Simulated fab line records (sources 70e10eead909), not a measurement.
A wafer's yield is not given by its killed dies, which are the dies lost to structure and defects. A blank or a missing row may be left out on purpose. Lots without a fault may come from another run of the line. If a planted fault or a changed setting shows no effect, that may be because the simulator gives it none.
Chamber matching	flow nand_harc	cmp-01 running NHARC_A_M1_CMP_23: 4 sister chambers
The step polishes, t overpolish 20 s, target thk 154.34 nm. 8 wafers are shown with their chamber, then 11 later ones without.

## EACH WAFER AND ITS CHAMBER
wafer	chamber	motor_current_A (A)	time_to_endpoint_s (s)
L084.6	1	13.5	29
L086.1	3	15.3	29
L086.2	2	12.0	28
L086.6	0	12.6	23
L087.1	1	14.5	28
L087.4	3	14.3	29
L087.6	2	12.3	31
L088.1	0	12.8	29

## WAFERS MISSING THEIR CHAMBER
wafer	motor_current_A (A)	time_to_endpoint_s (s)
L088.3	14.6	29
L088.5	13.0	29
L094.2	14.0	33
L094.3	12.4	29
L094.5	13.7	33
L093.2	12.4	25
L093.4	12.0	32
L093.5	14.0	30
L097.1	15.1	30
L097.5	14.9	30
L097.6	11.9	28

## WHICH CHAMBER EACH ONE RAN IN
wafer	from the rows above	in truth
L088.3	can't be placed: 3 or 1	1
L088.5	can't be placed: 0 or 2 or 1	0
L094.2	can't be placed: 1 or 3 or 0 or 2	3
L094.3	can't be placed: 2 or 0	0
L094.5	can't be placed: 1 or 3 or 2 or 0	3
L093.2	can't be placed: 0 or 2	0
L093.4	can't be placed: 2 or 0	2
L093.5	can't be placed: 1 or 3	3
L097.1	can't be placed: 3 or 1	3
L097.5	can't be placed: 3 or 1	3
L097.6	can't be placed: 2 or 0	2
Correct placement for 0 of the 11. From these rows, 11 cannot be placed; in 11 the true chamber is one of the candidates. Wrongly placed: 0.
How it was worked out, from the rows above alone: a wafer's distance from a chamber is the root of the sum, over the readings, of the square of ((its reading less the chamber's mean) divided by the reading's scatter). If the next closest chamber is less than 2 further off than the closest, the wafer can't be placed; otherwise it belongs to the closest. The mean given for a chamber averages the wafers shown for that chamber. How the scatter is found: for the shown wafers, subtract from each reading the mean of its chamber, square and add these, divide the total by (wafers less chambers), then take the root.
